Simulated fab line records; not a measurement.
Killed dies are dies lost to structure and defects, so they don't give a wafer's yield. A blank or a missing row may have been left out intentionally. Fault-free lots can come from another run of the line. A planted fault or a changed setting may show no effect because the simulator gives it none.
Which of the tools did it? | flow nand-harc | 24 lots with 72 wafers sampled at 5 steps, on a route of 1302 steps

WHAT THE GAUGES READ, wafer by wafer
NHARC_A_SLIT_CD_MEAS_21.
lot  | measured     | on        | cd-nm (nm)
L075 | day 20 16:22 | cd-sem-02 | 289.5 289.6 288.6
L074 | day 20 22:35 | cd-sem-02 | 289.9 288.3 289.5
L077 | day 20 22:05 | cd-sem-02 | 287.6 288.1 287.9
L076 | day 21 01:52 | cd-sem-03 | 290.2 290.7 288.9
L078 | day 21 14:53 | cd-sem-01 | 287.3 287.7 288.4
L079 | day 21 14:02 | cd-sem-03 | 290.1 289.4 290.7
L080 | day 22 10:07 | cd-sem-01 | 288.1 289.2 289.8
L081 | day 23 11:56 | cd-sem-03 | 290.0 289.6 290.3
L082 | day 23 22:59 | cd-sem-01 | 289.2 289.7 290.0
L083 | day 23 21:41 | cd-sem-02 | 288.2 288.7 289.4
L085 | day 24 16:29 | cd-sem-01 | 288.5 288.7 289.0
L086 | day 24 11:50 | cd-sem-02 | 289.1 289.2 289.8
L084 | day 24 15:47 | cd-sem-02 | 290.5 289.4 291.1
L087 | day 25 21:58 | cd-sem-02 | 290.3 290.6 290.4
L088 | day 26 21:46 | cd-sem-03 | 289.2 290.0 289.0
L090 | day 27 01:30 | cd-sem-03 | 289.8 290.0 290.7
L089 | day 26 17:59 | cd-sem-03 | 289.3 289.2 289.7
L091 | day 28 01:31 | cd-sem-01 | 289.0 290.3 290.5
L093 | day 27 18:35 | cd-sem-03 | 290.0 290.3 289.8
L092 | day 27 17:53 | cd-sem-02 | 290.6 290.3 290.8
L094 | day 27 21:45 | cd-sem-02 | 288.9 289.3 288.5
L095 | day 29 00:55 | cd-sem-03 | 286.5 287.2 287.0
L096 | day 30 01:26 | cd-sem-02 | 288.0 288.5 289.0
L097 | day 29 21:34 | cd-sem-01 | 290.3 290.5 290.8

NHARC_A_WL_FILL_INSPECT_15.
lot  | measured     | on                | raw-defect-count
L075 | day 21 20:42 | defect-inspect-02 | 485 464 494
L074 | day 21 23:56 | defect-inspect-02 | 419 457 375
L077 | day 21 23:59 | defect-inspect-01 | 588 914 833
L076 | day 22 03:55 | defect-inspect-01 | 555 640 757
L078 | day 22 15:04 | defect-inspect-01 | 285 354 326
L079 | day 22 15:12 | defect-inspect-01 | 644 674 466
L080 | day 23 14:19 | defect-inspect-01 | 449 512 572
L081 | day 24 12:22 | defect-inspect-01 | 416 533 413
L082 | day 24 22:41 | defect-inspect-02 | 469 615 614
L083 | day 24 22:41 | defect-inspect-01 | 453 373 487
L085 | day 25 20:04 | defect-inspect-01 | 509 496 493
L086 | day 25 12:28 | defect-inspect-02 | 507 378 523
L084 | day 25 20:02 | defect-inspect-02 | 584 339 459
L087 | day 26 23:24 | defect-inspect-01 | 395 487 409
L088 | day 27 23:06 | defect-inspect-01 | 342 434 297
L090 | day 28 03:03 | defect-inspect-02 | 458 388 538
L089 | day 27 19:01 | defect-inspect-02 | 760 386 449
L091 | day 29 02:36 | defect-inspect-01 | 371 337 520
L093 | day 28 20:01 | defect-inspect-02 | 447 456 501
L092 | day 28 23:18 | defect-inspect-02 | 479 576 631
L094 | day 28 20:10 | defect-inspect-02 | 375 506 424
L095 | day 30 01:59 | defect-inspect-01 | 292 372 423
L096 | day 31 02:22 | defect-inspect-02 | 489 454 343
L097 | day 30 23:11 | defect-inspect-02 | 545 521 584

WHICH TOOL RAN EACH LOT (tool, then ch and the chambers of the sampled wafers, then the start)
lot  | NHARC_A_STAIRCASE_STRIP_476        | NHARC_A_STAIRCASE_ALD_420        | NHARC_A_STAIRCASE_ETCHBACK_422
L075 | rie-diel-02 ch 0,1,3, day 17 19:39 | ald-hk-02 ch 0,1,2, day 17 23:31 | rie-diel-02 ch 1,2, day 19 17:12
L074 | rie-diel-02 ch 0,3, day 18 09:53   | ald-hk-04 ch 0,1,2, day 18 13:01 | rie-diel-02 ch 1,2, day 20 01:56
L077 | rie-diel-02 ch 1,2, day 18 11:11   | ald-hk-01 ch 0,1, day 18 12:52   | rie-diel-04 ch 0,1, day 20 01:41
L076 | rie-diel-04 ch 0,2, day 18 11:16   | ald-hk-02 ch 0,3, day 18 12:54   | rie-diel-04 ch 0,1,2, day 20 02:46
L078 | rie-diel-02 ch 0,2, day 18 18:35   | ald-hk-04 ch 2,3, day 18 21:24   | rie-diel-04 ch 0,2, day 20 16:44
L079 | rie-diel-04 ch 2,3, day 18 22:10   | ald-hk-04 ch 0,1,3, day 19 00:59 | rie-diel-04 ch 1,2, day 20 16:28
L080 | rie-diel-06 ch 0,1, day 19 11:04   | ald-hk-02 ch 0,1, day 19 13:52   | rie-diel-02 ch 0,1, day 21 11:27
L081 | rie-diel-04 ch 0,1,2, day 20 08:14 | ald-hk-02 ch 0,2,3, day 20 11:05 | rie-diel-04 ch 0,1,3, day 22 10:31
L082 | rie-diel-06 ch 0,3, day 21 05:08   | ald-hk-04 ch 0,1, day 21 09:18   | rie-diel-06 ch 1,2,3, day 23 00:39
L083 | rie-diel-02 ch 2,3, day 21 06:34   | ald-hk-01 ch 0,1,2, day 21 08:56 | rie-diel-02 ch 0,1,2, day 23 01:04
L085 | rie-diel-04 ch 0,1,3, day 21 18:16 | ald-hk-04 ch 1,2, day 21 21:13   | rie-diel-04 ch 1,2, day 23 15:09
L086 | rie-diel-06 ch 2,3, day 21 19:35   | ald-hk-01 ch 0,1,3, day 21 21:22 | rie-diel-06 ch 0,1,3, day 23 18:13
L084 | rie-diel-06 ch 1,3, day 21 21:30   | ald-hk-04 ch 0,1,3, day 22 00:28 | rie-diel-02 ch 1,3, day 23 15:41
L087 | rie-diel-02 ch 0,2,3, day 23 08:19 | ald-hk-01 ch 1,2,3, day 23 11:27 | rie-diel-04 ch 2,3, day 25 00:16
L088 | rie-diel-06 ch 0,2,3, day 23 16:01 | ald-hk-04 ch 0,1,3, day 23 18:58 | rie-diel-04 ch 0,1,2, day 25 18:09
L090 | rie-diel-02 ch 1,2,3, day 23 20:34 | ald-hk-02 ch 0,1,2, day 23 23:26 | rie-diel-02 ch 0,1,2, day 25 21:01
L089 | rie-diel-02 ch 0,2,3, day 24 01:41 | ald-hk-04 ch 1,2,3, day 24 04:40 | rie-diel-04 ch 1,2,3, day 25 18:26
L091 | rie-diel-04 ch 0,3, day 25 00:40   | ald-hk-04 ch 1,2,3, day 25 03:51 | rie-diel-06 ch 0,2, day 26 22:58
L093 | rie-diel-06 ch 0,1, day 25 02:44   | ald-hk-04 ch 1,3, day 25 05:32   | rie-diel-06 ch 0,1,3, day 26 20:22
L092 | rie-diel-06 ch 1,2, day 25 04:55   | ald-hk-02 ch 0,1, day 25 07:53   | rie-diel-06 ch 0,2,3, day 26 21:03
L094 | rie-diel-06 ch 0,1,2, day 25 06:39 | ald-hk-04 ch 0,2, day 25 09:29   | rie-diel-06 ch 1,2, day 26 20:04
L095 | rie-diel-06 ch 0,3, day 26 00:44   | ald-hk-01 ch 0,2,3, day 26 05:54 | rie-diel-04 ch 0,1,3, day 28 00:23
L096 | rie-diel-06 ch 0,1, day 27 05:44   | ald-hk-04 ch 0,2, day 27 08:41   | rie-diel-06 ch 1,2,3, day 29 00:33
L097 | rie-diel-02 ch 1,2,3, day 27 08:38 | ald-hk-04 ch 0,1,2, day 27 11:27 | rie-diel-06 ch 0,1,2, day 29 02:16
- NHARC_A_STAIRCASE_STRIP_476: strips in O2, time 20 s.
- NHARC_A_STAIRCASE_ALD_420: deposits SiO2, target thk 20 nm, pulse time 6 s, ald cycles 200.
- NHARC_A_STAIRCASE_ETCHBACK_422: etches the open film in CH3F/O2, target depth 40 nm, time 74.286 s.

WHAT THE TOOLS THEMSELVES READ (means of the sampled wafers that have a number; where no wafer has one, the mark that the record gives instead)
NHARC_A_STAIRCASE_STRIP_476.
lot  | tool        | drypump-motor-current-A (A) | oes-product-au (a.u.) | rf-vpp-V (V) | showerhead-plenum-p-Torr (Torr) | throttle-valve-pct (%)
L075 | rie-diel-02 | 5.9                         | 1.005                 | 56.8         | 3.35                            | 17.034
L074 | rie-diel-02 | 6.0                         | 0.996                 | 57.5         | 3.33                            | 17.031
L077 | rie-diel-02 | 5.9                         | 1.006                 | 58.2         | 3.44                            | 17.033
L076 | rie-diel-04 | 5.8                         | 1.000                 | 56.9         | 3.34                            | 17.034
L078 | rie-diel-02 | 6.0                         | 0.996                 | 57.6         | 3.40                            | 17.031
L079 | rie-diel-04 | 6.1                         | 0.991                 | 57.1         | 3.31                            | 17.037
L080 | rie-diel-06 | 5.4                         | 0.993                 | 57.8         | 3.56                            | 17.038
L081 | rie-diel-04 | 6.0                         | 1.000                 | 57.9         | 3.35                            | 17.041
L082 | rie-diel-06 | 5.6                         | 1.001                 | 58.2         | 3.69                            | 17.042
L083 | rie-diel-02 | 6.1                         | 0.999                 | 57.3         | 3.47                            | 17.041
L085 | rie-diel-04 | 5.9                         | 0.992                 | 57.0         | 3.32                            | 17.030
L086 | rie-diel-06 | 5.9                         | 0.996                 | 58.3         | 3.65                            | 17.036
L084 | rie-diel-06 | 5.9                         | 1.011                 | 57.3         | 3.67                            | 17.043
L087 | rie-diel-02 | 6.0                         | 1.000                 | 57.4         | 3.38                            | 17.027
L088 | rie-diel-06 | 5.7                         | 0.998                 | 57.9         | 3.55                            | 17.036
L090 | rie-diel-02 | 6.0                         | 1.006                 | 57.5         | 3.40                            | 17.040
L089 | rie-diel-02 | 6.1                         | 1.010                 | 57.6         | 3.38                            | 17.036
L091 | rie-diel-04 | 5.8                         | 1.009                 | 57.7         | 3.47                            | 17.038
L093 | rie-diel-06 | 5.5                         | 0.998                 | 57.9         | 3.54                            | 17.035
L092 | rie-diel-06 | 6.1                         | 1.012                 | 58.0         | 3.46                            | 17.042
L094 | rie-diel-06 | 5.8                         | 1.002                 | 58.7         | 3.50                            | 17.032
L095 | rie-diel-06 | 5.4                         | 0.999                 | 58.2         | 3.59                            | 17.045
L096 | rie-diel-06 | 5.5                         | 0.995                 | 57.6         | 3.53                            | 17.039
L097 | rie-diel-02 | 6.0                         | 1.005                 | 57.0         | 3.38                            | 17.033

NHARC_A_STAIRCASE_ALD_420.
lot  | tool      | heater-power-w (W) | precursor-pulse-height-rel
L075 | ald-hk-02 | 504                | 0.984
L074 | ald-hk-04 | 521                | 1.014
L077 | ald-hk-01 | 476                | 1.008
L076 | ald-hk-02 | 531                | 0.978
L078 | ald-hk-04 | 494                | 0.992
L079 | ald-hk-04 | 504                | 0.997
L080 | ald-hk-02 | 498                | 0.999
L081 | ald-hk-02 | 522                | 0.989
L082 | ald-hk-04 | 480                | 0.986
L083 | ald-hk-01 | 489                | 0.996
L085 | ald-hk-04 | 518                | 0.991
L086 | ald-hk-01 | 481                | 0.996
L084 | ald-hk-04 | 493                | 1.012
L087 | ald-hk-01 | 486                | 1.022
L088 | ald-hk-04 | 490                | 0.989
L090 | ald-hk-02 | 503                | 1.004
L089 | ald-hk-04 | 486                | 1.010
L091 | ald-hk-04 | 480                | 1.012
L093 | ald-hk-04 | 457                | 0.998
L092 | ald-hk-02 | 489                | 0.984
L094 | ald-hk-04 | 548                | 1.012
L095 | ald-hk-01 | 495                | 1.005
L096 | ald-hk-04 | 547                | 0.994
L097 | ald-hk-04 | 529                | 1.019

NHARC_A_STAIRCASE_ETCHBACK_422.
lot  | tool        | drypump-motor-current-A (A) | oes-product-au (a.u.) | rf-fwd-power-W (W) | rf-vpp-V (V) | showerhead-plenum-p-Torr (Torr) | throttle-valve-pct (%)
L075 | rie-diel-02 | 6.02                        | 0.93                  | 497.0              | 243.2        | 2.43                            | 20.660
L074 | rie-diel-02 | 6.01                        | 0.93                  | 498.8              | 243.2        | 2.43                            | 20.659
L077 | rie-diel-04 | 5.86                        | 0.92                  | 498.7              | 242.7        | 2.34                            | 20.665
L076 | rie-diel-04 | 5.93                        | 0.92                  | 497.1              | 243.0        | 2.33                            | 20.662
L078 | rie-diel-04 | 5.98                        | 0.92                  | 494.0              | 243.0        | 2.32                            | 20.658
L079 | rie-diel-04 | 6.00                        | 0.99                  | 497.5              | 243.0        | 2.34                            | 20.661
L080 | rie-diel-02 | 5.89                        | 0.92                  | 497.5              | 242.9        | 2.32                            | 20.663
L081 | rie-diel-04 | 5.92                        | 0.93                  | 497.2              | 242.7        | 2.31                            | 20.659
L082 | rie-diel-06 | 6.00                        | 1.00                  | 496.1              | 245.9        | 2.50                            | 20.669
L083 | rie-diel-02 | 5.98                        | 0.93                  | 497.3              | 242.5        | 2.37                            | 20.656
L085 | rie-diel-04 | 6.01                        | 1.01                  | 495.0              | 243.2        | 2.33                            | 20.665
L086 | rie-diel-06 | 5.66                        | 0.93                  | 494.6              | 245.0        | 2.53                            | 20.656
L084 | rie-diel-02 | 5.98                        | 0.97                  | 497.0              | 242.1        | 2.31                            | 20.665
L087 | rie-diel-04 | 6.13                        | 1.00                  | 496.8              | 243.6        | 2.43                            | 20.664
L088 | rie-diel-04 | 5.92                        | 1.01                  | 497.8              | 242.4        | 2.31                            | 20.665
L090 | rie-diel-02 | 5.97                        | 1.00                  | 496.9              | 242.4        | 2.36                            | 20.669
L089 | rie-diel-04 | 6.05                        | 0.93                  | 495.5              | 242.9        | 2.43                            | 20.668
L091 | rie-diel-06 | 5.52                        | 0.91                  | 496.3              | 243.8        | 2.41                            | 20.657
L093 | rie-diel-06 | 5.65                        | 0.93                  | 494.5              | 244.9        | 2.52                            | 20.658
L092 | rie-diel-06 | 5.71                        | 0.92                  | 495.1              | 244.7        | 2.47                            | 20.659
L094 | rie-diel-06 | 6.15                        | 0.93                  | 494.9              | 242.9        | 2.40                            | 20.662
L095 | rie-diel-04 | 5.93                        | 1.01                  | 496.6              | 243.7        | 2.42                            | 20.669
L096 | rie-diel-06 | 6.01                        | 0.99                  | 494.8              | 244.9        | 2.49                            | 20.664
L097 | rie-diel-06 | 5.83                        | 0.99                  | 496.4              | 243.7        | 2.43                            | 20.666

THE ANSWER, worked out from the rows above alone
Rule: what is usual is taken from the lots themselves. The widest of any qualifying gaps counts: lots, ordered by their means at a reading, are off when they make up no more than a third of the lots, leave a main group of 4 or more, and stand apart from it by 3 or more times the standard deviation of that group's means. The tables above print the reading to a certain number of digits; a main group whose means all agree to those digits is not used. Also off: a lot with no number at a reading for which 4 or more lots have one. Any other lot the step has rows for is counted as sound. After the gauges, taken in route order, come the tools' own readings; for these a lot's mean is taken, as printed above. The first step at which some lot is off is used, and at that step the reading that is off furthest; a lot without a number counts as furthest.
No lot is off at any reading shown: from this, nothing can be told.

WHAT THE SIMULATOR HAD INSERTED
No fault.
